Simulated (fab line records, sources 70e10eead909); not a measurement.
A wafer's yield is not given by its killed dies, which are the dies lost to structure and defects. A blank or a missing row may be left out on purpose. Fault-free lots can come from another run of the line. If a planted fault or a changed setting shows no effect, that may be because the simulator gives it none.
Struck lot and sound lot, side by side || flow nand harc || 15 out of 1159 route steps
Sound: wafers L582.1, L582.3, L582.4. Struck: wafers L597.3, L597.4, L597.6. The cause comes at the end.
At each step with rows: each side's tool, then ch and its chambers, then its first start. Under that, the readings that differ: sound wafers || struck wafers || difference of the means || sigmas: that difference in standard deviations of wafers without a fault.
alike: a reading whose means differ by less than 2 such deviations, as well as words and numbers matching on both sides. not compared: withheld readings; readings where some wafer has no value; bounds like >300 that might hide an equal value; numbers whose values overlap and for which the record gives no deviation.
Wherever a step has rows on one side only, a row that says differs or no value, or a row with sigmas, the two part there. When numbers do not overlap yet have no deviation, they are printed without sigmas and do not part them. A reading that every wafer of one side lacks parts them only if that side has two wafers or more.

NHARC_P_CONTACT_INSPECT_14:
  sound: defect inspect-02 at day 7 09:57; struck: defect inspect-01 at day 10 22:25
  alike: raw defect count
NHARC_P_CONTACT_DESCUM_17: chemistry O2, time 3 s.
  sound on rie diel-13 ch 0,1,3, day 7 10:01; struck on rie diel-13 ch 0,3, day 10 22:28
  alike: drypump motor current A, oes product au, rf vpp V, showerhead plenum p Torr, throttle valve pct
  not compared: rf hours counter h
then, 1 step without rows for these wafers: NHARC_P_CONTACT_ETCH_35 (etches the open film in CF4, target depth 39 nm, time 65 s).
NHARC_P_CONTACT_ETCH_36: etches the open film in N2/H2, target depth 260 nm, time 406.25 s.
  sound: rie diel-13 ch 0,1,2; struck: rie diel-13 ch 0,1,2
  alike: drypump motor current A, oes product au, rf vpp V, showerhead plenum p Torr, throttle valve pct
  not compared: rf hours counter h
then, 2 steps without rows for these wafers: NHARC_P_CONTACT_ETCH_18 (etches the open film in C4F8/O2/Ar, target depth 481 nm, time 240.5 s); NHARC_P_CONTACT_STRIP_37 (strips in C4F8/O2/Ar).
NHARC_P_CONTACT_ETCH_31: etches the open film in CH3F/O2, target depth 30 nm, time 85.7 s.
  sound: rie diel-13 ch 0,1,3; struck: rie diel-13 ch 0,2,3
  alike: drypump motor current A, oes product au, rf vpp V, showerhead plenum p Torr, throttle valve pct
  not compared: rf hours counter h
NHARC_P_CONTACT_CD_MEAS_19:
  sound: cd sem-01 at day 7 10:55; struck: cd sem-03 at day 10 23:21
  alike: cd nm
then, 2 steps without rows for these wafers: NHARC_P_CONTACT_STRIP_28 (strips in O2); NHARC_P_CONTACT_STRIP_29 (strips in post etch residue remover, time 1200 s).
NHARC_P_CONTACT_DEGAS_38: time 60 s.
  sound: pvd sputter-03 at day 7 11:40; struck: pvd sputter-03 at day 11 00:04
  alike: heater power w
then, 1 step without rows for these wafers: NHARC_P_CONTACT_PRE_CLEAN_39 (time 19.5 s).
NHARC_P_CONTACT_PVD_32: deposits Ti, target thk 5 nm, time 17.7 s.
  sound: pvd sputter-03 at day 7 11:47; struck: pvd sputter-03 at day 11 00:18
{"reading": "cathode dc power W (W)", "sound": "5000.9 5001.2 4999.0", "struck": "5594.3 5594.7 5596.7", "difference": "+594.9", "sigmas": "+99 or more"}
  alike: throttle valve pct
NHARC_P_CONTACT_ALD_22: deposits TiN, target thk 3 nm, pulse time 1 s, ald cycles 150.
  sound on ald metal-02 ch 0,1,2, day 7 11:55; struck on ald metal-02 ch 0,2,3, day 11 00:26
  alike: heater power w, precursor pulse height rel
NHARC_END_SORT_01:
  the record has rows for the sound wafers here (prober-02 ch 0, day 21 03:55) and none for the struck ones

## WHERE THEY PART
Last at NHARC_END_SORT_01 as far as this record goes, first at NHARC_P_CONTACT_PVD_32.

WHY: the cause the simulator had injected
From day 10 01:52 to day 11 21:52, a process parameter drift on pvd sputter-03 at NHARC_P_CONTACT_PVD_32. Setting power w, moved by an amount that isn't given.
